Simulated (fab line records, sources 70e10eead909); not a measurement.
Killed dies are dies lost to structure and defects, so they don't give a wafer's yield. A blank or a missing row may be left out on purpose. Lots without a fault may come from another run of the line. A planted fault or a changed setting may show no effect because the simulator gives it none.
fab line records | flow nand_harc
record lots=13 wafers=34 last_day=33
route steps=1302 shown A_CONTACT@1042 END@1302
lots that met no fault: from a run of the same line without faults
start_h: hours from the record's first day to the start of the lot's first wafer shown | wait_h: hours since the lot's step before | " the same as in the row above | L1.1+2: a row that stands for several wafers | - no value, or no start given | * or withheld: withheld | < > ~ a bound
route shown NAME@n: a module of which the file shows steps, and the number in the route of the first | usual: mean/standard deviation of fault-free wafers | same: alike in all rows | chamber/n: place in a boat | sites: the reading at each site | _std_site: their standard deviation | _edge_site: outer sites' mean less inner sites' | radius_mm: how far each site lies from the wafer's centre | mask NAME#n: copy n | behind: the tool/chamber that last shaped the wafer | hold: why the lot was held/for how many hours/how that ended | device: the transistor (n, p or np) that didn't switch | end of line: the same wafers' tests at the end of the route | a step without rows: its recipe alone | killed: dies lost to structure and defects at the first sort, not the wafer's yield | map: a wafer's dies, x killed, . not, _ none there
set.NAME: the setting as run; set.NAME@STEP: as run at that earlier step | model.NAME: the simulator's own value behind a step, which no gauge read
steps of the route over a sample of lots; a table a step, a row a wafer
services: from which hour (start_h, from the record's first day; less than 0 if before it) a tool's chamber was out of use, for how many hours, and why
## steps
# step NHARC_A_CONTACT_DESCUM_74
# recipe time_s=3 o2_flow_sccm=200 ar_flow_sccm=0 bias_power_w=0 chemistry=O2
# usual drypump_motor_current_A=5.92/0.27 oes_product_au=0.997/0.011 rf_vpp_V=57.6/0.87 showerhead_plenum_p_Torr=1.87/0.061 throttle_valve_pct=11.309/0.01
# same time_s=3
# columns lot.wafer tool chamber start_h wait_h drypump_motor_current_A oes_product_au rf_hours_counter_h rf_vpp_V showerhead_plenum_p_Torr throttle_valve_pct
L434.3 rie_diel-08 3 515.73 0.1 5.61 0.997 25 58.2 1.79 11.311
L434.1 " 2 " " 6.35 1.005 26 58.6 1.95 11.293
L434.6 " 3 " " 5.60 0.993 - 58.6 1.79 11.285
L435.2 rie_diel-05 3 520.76 0.1 5.76 0.985 39 57.8 1.83 11.298
L435.4 " 0 " " 5.41 0.964 36 58.6 1.85 11.316
L435.6 " 1 " " 6.05 1.004 - 57.9 1.78 11.306
L436.2 rie_diel-08 2 522.70 0.1 6.34 0.983 27 57.7 1.95 11.321
L436.4 " 0 " " 6.06 0.989 22 58.2 1.93 11.314
L436.6 " 2 " " 6.36 1.000 - 56.4 1.95 11.307
L438.3 rie_diel-05 1 568.86 0.1 6.06 1.006 56 57.7 1.78 11.298
L438.6 " 0 " " 5.43 0.979 - 56.2 1.85 11.302
L441.4 rie_diel-05 0 604.80 0.1 5.40 1.013 4 58.6 1.85 11.325
L443.1 rie_diel-05 0 606.72 0.1 5.43 1.000 5 57.1 1.85 11.304
L447.1 rie_diel-08 0 634.87 0.1 6.04 1.004 14 57.7 1.92 11.309
L447.3 " 1 " " 6.05 0.989 14 58.8 1.91 11.307
L447.2 " 2 " " 6.34 0.979 17 57.2 1.94 11.312
L446.4 rie_diel-08 2 638.27 0.1 6.34 0.992 18 58.7 1.94 11.310
L446.3 " 0 " " 6.06 0.999 15 58.5 1.92 11.313
L446.6 " 1 " " 6.07 0.996 - 57.4 1.91 11.312
L449.2 rie_diel-08 1 661.52 0.1 6.05 0.991 21 57.4 1.91 11.314
L449.3 " 2 " " 6.36 0.993 24 58.7 1.94 11.310
L449.1 " 3 " " 5.61 1.004 20 57.1 1.78 11.304
L452.4 rie_diel-12 3 693.91 0.1 5.58 0.973 14 56.9 1.79 11.313
L452.3 " 2 " " 5.79 0.988 17 57.9 1.89 11.317
L452.5 " 3 " " 5.58 0.983 - 58.8 1.79 11.312
L450.4 rie_diel-08 3 695.39 0.1 5.60 1.007 25 57.8 1.78 11.301
L450.2 " 1 " " 6.05 0.999 24 58.5 1.91 11.303
L450.6 " 2 " " 6.35 0.982 - 55.7 1.94 11.293
L453.2 rie_diel-05 1 709.07 0.1 6.05 1.003 44 57.0 1.76 11.318
L453.3 " 2 " " 6.11 1.018 40 58.0 1.86 11.315
L453.6 " 0 " " 5.40 1.013 - 57.6 1.83 11.303
L455.4 rie_diel-05 2 724.31 0.1 6.11 1.009 44 56.6 1.86 11.308
L455.5 " 0 " " 5.42 1.015 - 58.1 1.83 11.301
L455.6 " 1 " " 6.05 1.000 - 57.4 1.76 11.300
# step NHARC_A_CONTACT_ETCH_77
# recipe target_depth_a=1089 time_s=54.5 cf4_flow_sccm=100 chf3_flow_sccm=30 ar_flow_sccm=0 rf_w=500 bias_w=200 chemistry=CF4/CHF3
# usual chf3_flow_sccm=29.99/0.082 drypump_motor_current_A=5.92/0.26 oes_product_au=0.938/0.023 rf_vpp_V=369.5/1.9 showerhead_plenum_p_Torr=1.54/0.046 throttle_valve_pct=16.802/0.0095
# same time_s=54.5
# columns lot.wafer tool chamber start_h wait_h chf3_flow_sccm drypump_motor_current_A oes_product_au rf_hours_counter_h rf_vpp_V showerhead_plenum_p_Torr throttle_valve_pct
L434.1 rie_diel-08 0 516.25 - 30.11 6.05 0.951 21 371.8 1.58 16.815
L434.3 " 3 " " 30.04 5.60 0.967 25 367.4 1.48 16.800
L434.6 " 0 " " 29.91 6.04 0.946 - 372.6 1.58 16.798
L435.4 rie_diel-05 0 521.27 - 30.10 5.42 0.900 36 367.1 1.53 16.794
L435.2 " 1 " " 30.00 6.05 0.925 40 367.9 1.47 16.789
L435.6 " 1 " " 29.99 6.07 0.921 - 368.4 1.47 16.802
L436.2 rie_diel-08 1 523.23 - 29.97 6.03 0.943 26 370.0 1.58 16.792
L436.4 " 2 " " 29.98 6.34 0.920 28 372.6 1.60 16.798
L436.6 " 0 " " 29.90 6.05 0.910 - 371.3 1.58 16.803
L438.3 rie_diel-05 1 569.53 - 29.83 6.06 0.845 56 366.9 1.47 16.803
L438.6 " 0 " " 29.87 5.42 0.835 - 368.8 1.52 16.793
L441.4 rie_diel-05 2 605.32 - 30.07 6.07 0.981 3 369.9 1.54 16.810
L443.1 rie_diel-05 0 607.24 - 30.01 5.40 0.958 6 368.1 1.52 16.783
L447.2 rie_diel-08 3 635.39 - 30.09 5.61 0.920 17 365.7 1.47 16.800
L447.3 " 0 " " 30.18 6.04 0.925 14 369.8 1.58 16.815
L447.1 " 1 " " 29.95 6.06 0.917 15 371.9 1.57 16.806
L446.4 rie_diel-08 3 638.79 - 29.94 5.62 0.928 18 367.4 1.47 16.810
L446.3 " 1 " " 29.88 6.07 0.921 15 371.0 1.57 16.811
L446.6 " 2 " " 29.90 6.33 0.907 - 372.1 1.59 16.809
L449.2 rie_diel-08 1 662.04 - 29.97 6.04 0.924 21 371.0 1.57 16.818
L449.1 " 2 " " 30.02 6.34 0.912 24 373.3 1.59 16.794
L449.3 " 3 " " 30.02 5.65 0.917 20 367.3 1.47 16.794
L452.3 rie_diel-12 0 694.44 - 29.96 5.85 0.947 14 367.5 1.50 16.797
L452.4 " 1 " " 30.11 5.82 0.982 17 370.6 1.56 16.807
L452.5 " 3 " " 29.97 5.59 0.938 - 367.2 1.48 16.791
L450.2 rie_diel-08 3 695.92 - 30.08 5.60 0.959 26 365.9 1.47 16.813
L450.4 " 0 " " 30.05 6.07 0.970 26 371.1 1.58 16.795
L450.6 " 2 " " 29.89 6.33 0.939 - 372.2 1.59 16.793
L453.2 rie_diel-05 0 709.59 - 29.96 5.39 0.917 43 367.5 1.51 16.792
L453.3 " 1 " " 30.08 6.07 0.920 44 365.3 1.46 16.810
L453.6 " 3 " " 29.86 5.73 0.913 - 368.2 1.50 16.795
L455.4 rie_diel-05 2 725.11 - 29.96 6.06 0.928 44 370.1 1.53 16.799
L455.6 " 1 " " 29.92 6.06 0.919 - 366.6 1.46 16.797
L455.5 " 2 " " 30.03 6.09 0.933 - 369.9 1.53 16.810
# step NHARC_A_CONTACT_ETCH_124
# recipe source_w=withheld pressure_mtorr=20 bias_v=withheld time_s=140 target_depth_a=7000 ar_flow_sccm=withheld c4f8_flow_sccm=withheld o2_flow_sccm=withheld chemistry=C4F8/O2/Ar
# same time_s=140
# columns lot.wafer tool chamber start_h wait_h rf_hours_counter_h
L434.1 har_cap_etch-02 0 517.31 - 95
L434.3 " 0 " " -
L434.6 " 1 " " -
L435.2 har_cap_etch-03 1 522.31 - 45
L435.4 " 1 " " -
L435.6 " 1 " " -
L436.2 har_cap_etch-01 0 524.27 - 1
L436.4 " 0 " " -
L436.6 " 1 " " -
L438.3 har_cap_etch-03 1 570.65 - -
L438.6 " 1 " " -
L441.4 har_cap_etch-02 0 606.44 - -
L443.1 har_cap_etch-03 1 608.28 - 59
L447.1 har_cap_etch-03 0 636.40 - 65
L447.2 " 1 " " 65
L447.3 " 1 " " -
L446.4 har_cap_etch-02 1 639.86 - -
L446.3 " 0 " " -
L446.6 " 0 " " -
L449.1 har_cap_etch-02 0 663.04 - 120
L449.2 " 1 " " 120
L449.3 " 1 " " -
L452.3 har_cap_etch-01 1 695.54 - -
L452.4 " 0 " " -
L452.5 " 1 " " -
L450.2 har_cap_etch-03 1 696.97 - 73
L450.4 " 1 " " -
L450.6 " 1 " " -
L453.2 har_cap_etch-03 1 710.64 - 76
L453.3 " 1 " " -
L453.6 " 0 " " -
L455.4 har_cap_etch-03 0 726.26 - -
L455.6 " 1 " " -
L455.5 " 0 " " -
# step NHARC_A_CONTACT_ETCH_132
# recipe source_w=withheld pressure_mtorr=20 bias_v=3000 time_s=197 target_depth_a=19240 ar_flow_sccm=withheld c4f8_flow_sccm=withheld o2_flow_sccm=withheld chemistry=C4F8/O2/Ar
# same time_s=197
# columns lot.wafer tool chamber start_h wait_h rf_hours_counter_h
L434.1 har_cap_etch-02 0 518.74 0.1 96
L434.3 " 0 " " -
L434.6 " 1 " " -
L435.2 har_cap_etch-03 1 524.34 0.7 47
L435.4 " 1 " " -
L435.6 " 1 " " -
L436.2 har_cap_etch-01 0 525.70 0.1 3
L436.4 " 0 " " -
L436.6 " 1 " " -
L438.3 har_cap_etch-03 1 572.08 0.1 -
L438.6 " 1 " " -
L441.4 har_cap_etch-02 0 607.85 0.1 -
L443.1 har_cap_etch-03 1 609.73 0.1 61
L447.1 har_cap_etch-03 0 637.84 0.1 66
L447.2 " 1 " " 66
L447.3 " 1 " " -
L446.4 har_cap_etch-02 1 641.29 0.1 -
L446.3 " 0 " " -
L446.6 " 0 " " -
L449.1 har_cap_etch-02 0 664.48 0.1 122
L449.2 " 1 " " 122
L449.3 " 1 " " -
L452.3 har_cap_etch-01 1 696.97 0.1 -
L452.4 " 0 " " -
L452.5 " 1 " " -
L450.2 har_cap_etch-03 1 698.88 0.2 75
L450.4 " 1 " " -
L450.6 " 1 " " -
L453.2 har_cap_etch-03 1 712.56 0.2 78
L453.3 " 1 " " -
L453.6 " 0 " " -
L455.4 har_cap_etch-03 0 728.16 0.2 -
L455.6 " 1 " " -
L455.5 " 0 " " -
# step NHARC_END_SORT_01
# recipe temp_c=25
# usual killed_at_array=52/19 killed_at_other=1.0/1.2 killed_at_periphery=4.1/2.8 killed_dies=57/19 killed_open=3.1/1.7 killed_short=2.5/1.5
# same gross_dies=677
# columns lot.wafer tool chamber start_h wait_h killed_at_array killed_at_other killed_at_periphery killed_dies killed_open killed_short
L438.3 prober-02 0 625.96 3.1 58 1 0 59 4 0
# killed by level:class
L438.3 A_CHANNEL_HOLE_D1:chamber_film_flake=34 A_CHANNEL_HOLE_D2:chamber_film_flake=9 A_CONTACT:chamber_film_flake=6 A_STAIRCASE:chamber_film_flake=2 A_DECK1_JOINT:geometric_particle:open=1 A_CHANNEL_HOLE_D2:geometric_particle:open=1 A_CHANNEL_FILL_D2:geometric_particle:open=1 A_WL_FILL:geometric_particle:open=1
## services
# columns tool chamber start_h hours kind
har_cap_etch-01 - 497.00 17.0 pm
rie_diel-08 0 499.63 - clean
rie_diel-08 1 499.63 - clean
rie_diel-08 2 499.63 - clean
rie_diel-08 3 499.63 - clean
rie_diel-08 0 524.39 - clean
rie_diel-08 1 524.39 - clean
rie_diel-08 2 524.39 - clean
rie_diel-08 3 524.39 - clean
rie_diel-08 - 544.86 9.0 pm
rie_diel-08 0 544.86 9.0 vent_cycle
rie_diel-12 0 576.81 15.6 repair
rie_diel-08 0 578.58 4.5 repair
rie_diel-05 - 583.62 9.0 pm
rie_diel-12 - 598.60 0.9 repair
rie_diel-12 1 603.50 19.8 repair
rie_diel-12 - 625.01 9.0 pm
rie_diel-08 3 639.83 13.3 repair
rie_diel-05 3 643.44 9.1 repair
rie_diel-08 3 656.70 1.3 repair
rie_diel-12 1 678.30 1.5 repair
rie_diel-08 1 679.84 5.6 repair
rie_diel-08 2 682.15 12.8 repair
rie_diel-08 - 721.97 9.0 pm
## key
first_sign step=NHARC_A_CONTACT_ETCH_77 reading=oes_product_au direction=down sigmas=4.3 usual=0.938 struck=0.840
effect none on later readings
met_at NHARC_A_CONTACT_ETCH_77
struck_lots L438
struck_wafers L438.3,L438.6
tester_left_out L438
not_acting_at NHARC_A_CONTACT_DESCUM_74,NHARC_A_CONTACT_ETCH_124,NHARC_A_CONTACT_ETCH_132
onset_between 521.27 569.53
fault kind=process_parameter_drift tool=rie_diel-05 chamber=- onset_h=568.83 steps=NHARC_A_CONTACT_ETCH_77 channel=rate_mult offset=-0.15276 shape=step end_h=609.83 scope=struck_wafers_only
# tester_left_out: of these lots the tester's yield and bins aren't shown, on N5 and GAA mostly nor the transistor test; their killed dies are dies lost to structure and defects alone, not to doping, threshold or leakage, so they don't give the yield
